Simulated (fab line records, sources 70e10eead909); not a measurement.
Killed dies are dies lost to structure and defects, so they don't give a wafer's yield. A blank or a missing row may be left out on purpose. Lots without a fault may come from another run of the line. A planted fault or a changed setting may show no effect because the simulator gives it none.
fab line records | flow nand_harc
record lots=5 wafers=15 last_day=33
route steps=1302 shown P_BONDPAD@357 END@1302
lots that met no fault: from a run of the same line without faults
start_h: hours from the record's first day to the start of the lot's first wafer shown | wait_h: hours since the lot's step before | " the same as in the row above | L1.1+2: a row that stands for several wafers | - no value, or no start given | * or withheld: withheld | < > ~ a bound
route shown NAME@n: a module of which the file shows steps, and the number in the route of the first | usual: mean/standard deviation of fault-free wafers | same: alike in all rows | chamber/n: place in a boat | sites: the reading at each site | _std_site: their standard deviation | _edge_site: outer sites' mean less inner sites' | radius_mm: how far each site lies from the wafer's centre | mask NAME#n: copy n | behind: the tool/chamber that last shaped the wafer | hold: why the lot was held/for how many hours/how that ended | device: the transistor (n, p or np) that didn't switch | end of line: the same wafers' tests at the end of the route | a step without rows: its recipe alone | killed: dies lost to structure and defects at the first sort, not the wafer's yield | map: a wafer's dies, x killed, . not, _ none there
set.NAME: the setting as run; set.NAME@STEP: as run at that earlier step | model.NAME: the simulator's own value behind a step, which no gauge read
lots at some steps of the route; a table a step, a row a wafer
services: from which hour (start_h, from the record's first day; less than 0 if before it) a tool's chamber was out of use, for how many hours, and why
## steps
# step NHARC_P_BONDPAD_COAT_36
# recipe temp_c=200 time_s=65
# step NHARC_P_BONDPAD_COAT_03
# recipe spin_rpm=2000 resist_thk_nm=600
# step NHARC_P_BONDPAD_SOFTBAKE_04
# recipe temp_c=125 time_s=70
# step NHARC_P_BONDPAD_EBR_05
# step NHARC_P_BONDPAD_EXPOSE_06
# recipe na=0.55 dose_mj=37.06 mask_id=P_BPAD
# step NHARC_P_BONDPAD_PEB_07
# recipe peb_temp_c=128 peb_time_s=80
# step NHARC_P_BONDPAD_DEVELOP_08
# recipe time_s=50 dev_temp_c=22
# step NHARC_P_BONDPAD_CD_MEAS_09
# recipe target_cd_nm=500 landing_energy_ev=500
# usual cd_nm=500.3/1.5
# columns lot.wafer tool chamber start_h wait_h cd_nm
L588.3 cd_sem-03 0 163.45 - 499.4
L588.4 " 0 " " 499.0
L588.5 " 0 " " 500.5
L595.1 cd_sem-01 0 235.52 - 500.8
L595.2 " 0 " " 499.9
L595.5 " 0 " " 501.5
L598.1 cd_sem-02 0 264.79 - 499.0
L598.3 " 0 " " 498.3
L598.4 " 0 " " 500.6
L607.1 cd_sem-01 0 357.57 - 499.5
L607.4 " 0 " " 499.1
L607.6 " 0 " " 500.5
L608.1 cd_sem-01 0 360.77 - 503.2
L608.4 " 0 " " 501.3
L608.6 " 0 " " 502.5
# step NHARC_P_BONDPAD_OVL_MEAS_38
# usual overlay_x_nm=-2/5.4 overlay_y_nm=1/8.4
# columns lot.wafer tool chamber start_h wait_h overlay_x_nm overlay_y_nm
L588.3 overlay-02 - 163.54 - 5 21
L588.4 " - " " 6 21
L588.5 " - " " 5 21
L595.1 overlay-02 - 235.62 - -8 -6
L595.2 " - " " -9 -6
L595.5 " - " " -9 -5
L598.1 overlay-01 - 264.87 - 0 4
L598.3 " - " " 0 4
L598.4 " - " " 0 4
L607.1 overlay-02 - 357.66 - 4 4
L607.4 " - " " 4 4
L607.6 " - " " 4 4
L608.1 overlay-02 - 360.86 - -8 0
L608.4 " - " " -8 0
L608.6 " - " " -8 0
# step NHARC_P_BONDPAD_HARDBAKE_10
# recipe temp_c=118 time_s=65
# step NHARC_P_BONDPAD_DESCUM_11
# recipe time_s=3 o2_flow_sccm=200 ar_flow_sccm=0 bias_power_w=0 chemistry=O2
# usual drypump_motor_current_A=5.9/0.46 oes_product_au=0.999/0.0078 rf_vpp_V=57.6/0.93 showerhead_plenum_p_Torr=1.89/0.079 throttle_valve_pct=11.312/0.009
# same time_s=3
# columns lot.wafer tool chamber start_h wait_h drypump_motor_current_A oes_product_au rf_hours_counter_h rf_vpp_V showerhead_plenum_p_Torr throttle_valve_pct
L588.3 rie_diel-08 2 163.66 - 5.9 0.991 3.3 60.1 1.89 11.323
L588.4 " 1 " " 6.1 1.002 3.2 56.9 1.83 11.294
L588.5 " 2 " " 5.9 0.977 - 57.7 1.89 11.308
L595.1 rie_diel-08 0 235.76 - 5.6 0.997 0.8 57.9 2.00 11.309
L595.2 " 2 " " 5.9 0.997 0.9 57.8 1.89 11.313
L595.5 " 0 " " 5.6 0.992 - 58.1 2.00 11.312
L598.3 rie_diel-08 0 265.00 - 5.7 1.000 1.6 56.5 1.99 11.303
L598.4 " 1 " " 6.1 0.995 1.5 58.1 1.83 11.298
L598.1 " 3 " " 6.2 1.002 1.8 56.5 1.84 11.312
L607.4 rie_diel-08 0 357.78 - 5.6 0.995 3.7 57.3 1.99 11.306
L607.1 " 1 " " 6.1 0.997 3.7 57.7 1.83 11.305
L607.6 " 0 " " 5.6 0.994 - 56.6 1.99 11.311
L608.1 rie_diel-06 1 360.98 - 5.9 0.999 3.4 58.6 1.95 11.321
L608.4 " 2 " " 6.6 1.006 3.9 56.9 1.79 11.310
L608.6 " 2 " " 6.6 1.007 - 58.1 1.79 11.330
# step NHARC_P_BONDPAD_ETCH_37
# recipe target_depth_a=600 overetch_a=180 time_s=65.91 ion_energy_ev=200 n2_flow_sccm=150 h2_flow_sccm=150 ar_flow_sccm=0 rf_w=400 bias_w=150 chemistry=N2/H2
# usual drypump_motor_current_A=5.9/0.46 n2_flow_sccm=150.0/0.43 oes_product_au=1.000/0.0079 rf_vpp_V=429.9/2.5 run_length_s=87.3/0.4 showerhead_plenum_p_Torr=2.02/0.09 throttle_valve_pct=14.172/0.0072
# same time_s=65.91
# columns lot.wafer tool chamber start_h wait_h drypump_motor_current_A n2_flow_sccm oes_product_au rf_hours_counter_h rf_vpp_V run_length_s showerhead_plenum_p_Torr throttle_valve_pct
L588.4 rie_diel-08 1 163.75 0.1 6.1 150.0 0.995 3.2 428.5 87.6 1.95 14.168
L588.3 " 0 " " 5.6 149.9 1.006 3.2 432.6 87.2 2.13 14.169
L588.5 " 1 " " 6.1 149.8 1.003 - 428.5 87.6 1.95 14.175
L595.1 rie_diel-08 2 235.84 0.1 5.9 149.4 0.984 0.9 429.4 87.7 2.01 14.172
L595.2 " 1 " " 6.1 149.9 1.016 0.9 427.3 88.2 1.95 14.183
L595.5 " 3 " " 6.2 150.3 1.005 - 429.2 87.4 1.96 14.172
L598.3 rie_diel-08 3 265.08 0.1 6.2 150.1 0.998 1.8 428.4 87.0 1.95 14.176
L598.1 " 1 " " 6.1 149.9 1.007 1.5 428.0 87.7 1.95 14.178
L598.4 " 2 " " 5.9 150.5 0.997 1.8 429.5 87.4 2.01 14.171
L607.1 rie_diel-08 1 357.88 0.1 6.1 149.6 1.003 3.7 428.7 87.6 1.95 14.168
L607.4 " 2 " " 5.9 149.5 1.000 3.8 429.7 87.4 2.01 14.163
L607.6 " 0 " " 5.7 150.1 1.011 - 432.5 86.9 2.13 14.171
L608.1 rie_diel-06 3 361.07 0.1 6.5 149.6 0.992 4.2 429.3 88.0 1.92 14.174
L608.4 " 0 " " 5.8 149.3 1.002 3.7 434.9 86.9 2.13 14.172
L608.6 " 2 " " 6.6 150.1 0.995 - 427.6 88.0 1.90 14.175
# step NHARC_P_BONDPAD_ETCH_12
# recipe target_depth_a=2000 time_s=100 chf3_flow_sccm=50 o2_flow_sccm=10 ar_flow_sccm=200 rf_w=500 bias_w=200 chemistry=CHF3/O2
# usual drypump_motor_current_A=5.9/0.46 oes_product_au=0.942/0.021 rf_vpp_V=370.1/2.2 run_length_s=121.4/0.43 showerhead_plenum_p_Torr=2.38/0.098 throttle_valve_pct=20.573/0.0093
# columns lot.wafer tool chamber start_h wait_h drypump_motor_current_A oes_product_au rf_hours_counter_h rf_vpp_V run_length_s showerhead_plenum_p_Torr throttle_valve_pct
L588.3 rie_diel-08 2 163.85 - 5.9 0.949 3.4 369.2 121.4 2.37 20.567
L588.4 " 3 " " 6.2 0.964 3.4 368.3 121.1 2.31 20.580
L588.5 " 0 " " 5.6 0.968 - 371.5 120.9 2.50 20.562
L595.2 rie_diel-08 2 235.94 - 5.9 0.969 1.0 369.5 121.5 2.37 20.570
L595.1 " 3 " " 6.2 0.962 1.0 368.6 121.4 2.31 20.571
L595.5 " 1 " " 6.1 0.974 - 368.6 121.9 2.30 20.565
L598.4 rie_diel-08 0 265.17 - 5.6 0.935 1.6 372.0 120.7 2.50 20.580
L598.1 " 2 " " 5.9 0.922 1.8 368.8 121.5 2.37 20.565
L598.3 " 3 " " 6.2 0.931 1.8 368.9 121.2 2.31 20.567
L607.4 rie_diel-08 3 357.97 - 6.2 0.977 4.0 369.4 121.8 2.31 20.570
L607.1 " 1 " " 6.1 0.949 3.7 369.0 53.3 2.30 20.573
L607.6 " 2 " " 5.9 0.969 - 370.4 121.5 2.37 20.573
L608.1 rie_diel-06 1 361.17 - 5.9 0.922 3.4 372.6 120.7 2.45 20.577
L608.4 " 2 " " 6.6 0.926 4.0 366.9 121.8 2.25 20.582
L608.6 " 1 " " 5.9 0.932 - 371.2 120.7 2.45 20.570
# step NHARC_P_BONDPAD_CD_MEAS_13
# usual cd_nm=499.9/1.5
# columns lot.wafer tool chamber start_h wait_h cd_nm
L588.3 cd_sem-01 - 163.98 - 498.3
L588.4 " - " " 499.0
L588.5 " - " " 500.1
L595.1 cd_sem-01 - 236.07 - 499.6
L595.2 " - " " 499.8
L595.5 " - " " 501.4
L598.1 cd_sem-02 - 265.31 - 499.5
L598.3 " - " " 497.9
L598.4 " - " " 499.8
L607.1 cd_sem-01 - 358.10 - 498.1
L607.4 " - " " 498.5
L607.6 " - " " 499.5
L608.1 cd_sem-02 - 361.29 - 503.1
L608.4 " - " " 499.8
L608.6 " - " " 501.3
# step NHARC_END_SORT_01
# recipe temp_c=25
# usual defect_limited_yield=91.6/2.6 killed_at_array=51/17 killed_at_other=1.6/2.1 killed_at_periphery=4/3.2 killed_dies=57/18 killed_open=2.9/1.7 killed_short=2.3/1.3 sort_bin_2_pct=3.0/1.2 sort_bin_3_pct=0.7/0.43 sort_bin_4_pct=4.7/1.4 sort_n_pass=620/18 sort_rim_yield_pct=87/4.8 sort_yield_pct=91.6/2.6
# same gross_dies=677 sort_bin_5_pct[%]=0 sort_bin_6_pct[%]=0 sort_bin_7_pct[%]=0 sort_bin_8_pct[%]=0 sort_rim_n_gross=106.00
# columns lot.wafer tool chamber start_h wait_h defect_limited_yield[%] killed_at_array killed_at_other killed_at_periphery killed_dies killed_open killed_short sort_bin_2_pct[%] sort_bin_3_pct[%] sort_bin_4_pct[%] sort_n_pass sort_rim_yield_pct[%] sort_yield_pct[%]
L598.1 prober-02 0 697.58 2.5 88.0 72 0 9 81 1 3 4.6 0.9 6.5 596 78 88.0
L598.3 prober-02 0 699.21 3.1 88.3 68 0 11 79 2 4 5.0 1.0 5.6 598 83 88.3
L598.4 prober-02 0 700.02 3.4 87.0 77 0 11 88 2 1 4.3 1.0 7.7 589 80 87.0
L607.1 prober-01 0 772.48 2.5 0 36 2 639 677 4 3 95.6 0.3 4.1 0 0 0
# killed by level:class
L598.1 A_CHANNEL_HOLE_D1:chamber_film_flake=27 A_SLIT:chamber_film_flake=17 A_CHANNEL_HOLE_D2:chamber_film_flake=12 A_CONTACT:chamber_film_flake=8 P_GATE:chamber_film_flake=4 A_M0:chamber_film_flake=3 P_M0:chamber_film_flake=2 P_CONTACT:geometric_particle:short=1
L598.3 A_CHANNEL_HOLE_D1:chamber_film_flake=21 A_SLIT:chamber_film_flake=21 A_CHANNEL_HOLE_D2:chamber_film_flake=9 A_CONTACT:chamber_film_flake=5 P_STI:chamber_film_flake=4 A_CHANNEL_FILL_D2:geometric_particle:short=3 P_GATE:chamber_film_flake=3 A_STAIRCASE:chamber_film_flake=3
L598.4 A_CHANNEL_HOLE_D1:chamber_film_flake=27 A_SLIT:chamber_film_flake=19 A_CHANNEL_HOLE_D2:chamber_film_flake=13 A_CONTACT:chamber_film_flake=9 P_GATE:chamber_film_flake=4 P_M0:chamber_film_flake=3 P_ZERO_WELL:chamber_film_flake=2 P_STI:chamber_film_flake=2
L607.1 P_BONDPAD:area_etch=632 A_CHANNEL_HOLE_D1:chamber_film_flake=13 A_SLIT:chamber_film_flake=7 P_STI:chamber_film_flake=4 A_CONTACT:chamber_film_flake=4 A_STAIRCASE:chamber_film_flake=3 A_BLC:geometric_particle:open=2 A_WL_FILL:chamber_film_flake=2
# map L607.1 (x killed, . not)
____________x____________
_________xxxxxxx_________
_______xxxxxxxxxxx_______
______xxxxxxxxxxxxx______
_____xxxxxxxxxxxxxxx_____
____xxxxxxxxxxxxxxxxx____
____xxxxxxxxxxxxxxxxx____
___xxxxxxxxxxxxxxxxxxx___
___xxxxxxxxxxxxxxxxxxx___
__xxxxxxxxxxxxxxxxxxxxx__
__xxxxxxxxxxxxxxxxxxxxx__
_xxxxxxxxxxxxxxxxxxxxxxx_
_xxxxxxxxxxxxxxxxxxxxxxx_
_xxxxxxxxxxxxxxxxxxxxxxx_
_xxxxxxxxxxxxxxxxxxxxxxx_
_xxxxxxxxxxxxxxxxxxxxxxx_
xxxxxxxxxxxxxxxxxxxxxxxxx
xxxxxxxxxxxxxxxxxxxxxxxxx
xxxxxxxxxxxxxxxxxxxxxxxxx
xxxxxxxxxxxxxxxxxxxxxxxxx
xxxxxxxxxxxxxxxxxxxxxxxxx
_xxxxxxxxxxxxxxxxxxxxxxx_
_xxxxxxxxxxxxxxxxxxxxxxx_
_xxxxxxxxxxxxxxxxxxxxxxx_
_xxxxxxxxxxxxxxxxxxxxxxx_
_xxxxxxxxxxxxxxxxxxxxxxx_
__xxxxxxxxxxxxxxxxxxxxx__
__xxxxxxxxxxxxxxxxxxxxx__
___xxxxxxxxxxxxxxxxxxx___
___xxxxxxxxxxxxxxxxxxx___
____xxxxxxxxxxxxxxxxx____
____xxxxxxxxxxxxxxxxx____
_____xxxxxxxxxxxxxxx_____
______xxxxxxxxxxxxx______
_______xxxxxxxxxxx_______
_________xxxxxxx_________
____________x____________
# map L595.1 (x killed, . not)
____________.____________
_________......._________
_______x.........._______
______.............______
_____........x......_____
____.......x..x......____
____.................____
___...................___
___...................___
__.x...................__
__..........x..........__
_......................._
_......................._
_......................._
_x.....x................_
_......................x_
........................x
..x..............x.......
....................x..x.
.........x..............x
.........................
_...................xx.._
_......................._
_......................._
_...x............x......_
_......................._
__.....................__
__.....................__
___..................x___
___......x........x...___
____..x..............____
____...............x.____
_____..............x_____
______...x.........______
_______.x...x....._______
_________......._________
____________x____________
## services
# columns tool chamber start_h hours kind
rie_diel-08 0 145.30 - clean
rie_diel-08 1 145.30 - clean
rie_diel-08 2 145.30 - clean
rie_diel-08 3 145.30 - clean
rie_diel-06 - 152.23 0.2 repair
rie_diel-06 - 156.92 0.3 repair
rie_diel-08 0 169.80 - clean
rie_diel-08 1 169.80 - clean
rie_diel-08 2 169.80 - clean
rie_diel-08 3 169.80 - clean
rie_diel-06 2 177.31 5.3 repair
rie_diel-08 - 190.80 9.0 pm
rie_diel-08 0 190.80 9.0 vent_cycle
rie_diel-08 1 190.80 9.0 vent_cycle
rie_diel-08 2 190.80 9.0 vent_cycle
rie_diel-08 3 190.80 9.0 vent_cycle
rie_diel-08 0 199.80 - clean
rie_diel-08 1 199.80 - clean
rie_diel-08 2 199.80 - clean
rie_diel-08 0 206.96 5.8 repair
rie_diel-06 2 248.72 3.0 repair
rie_diel-08 1 256.28 6.1 repair
rie_diel-06 - 307.20 9.0 pm
rie_diel-08 0 311.55 3.4 repair
## key
first_sign step=NHARC_P_BONDPAD_ETCH_12 reading=run_length_s direction=down sigmas=99+ usual=* struck=*
effect step=NHARC_END_SORT_01 reading=killed_at_periphery direction=up sigmas=99+ usual=4 struck=639
more_kills_born_at NHARC_P_BONDPAD_ETCH_12@rie_diel-08=632
met_at NHARC_P_BONDPAD_ETCH_12
struck_wafers L607.1
later_rows_left_out L607.1
onset_between 265.17 357.97
fault kind=process_parameter_drift tool=rie_diel-08 chamber=- onset_h=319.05 steps=NHARC_P_BONDPAD_ETCH_12 channel=time_s offset=* shape=step end_h=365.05 scope=struck_wafers_only acts_in=* stated=*
# later_rows_left_out: the simulator's readings of these wafers behind a module that went badly wrong aren't trusted and aren't shown, but for the sort
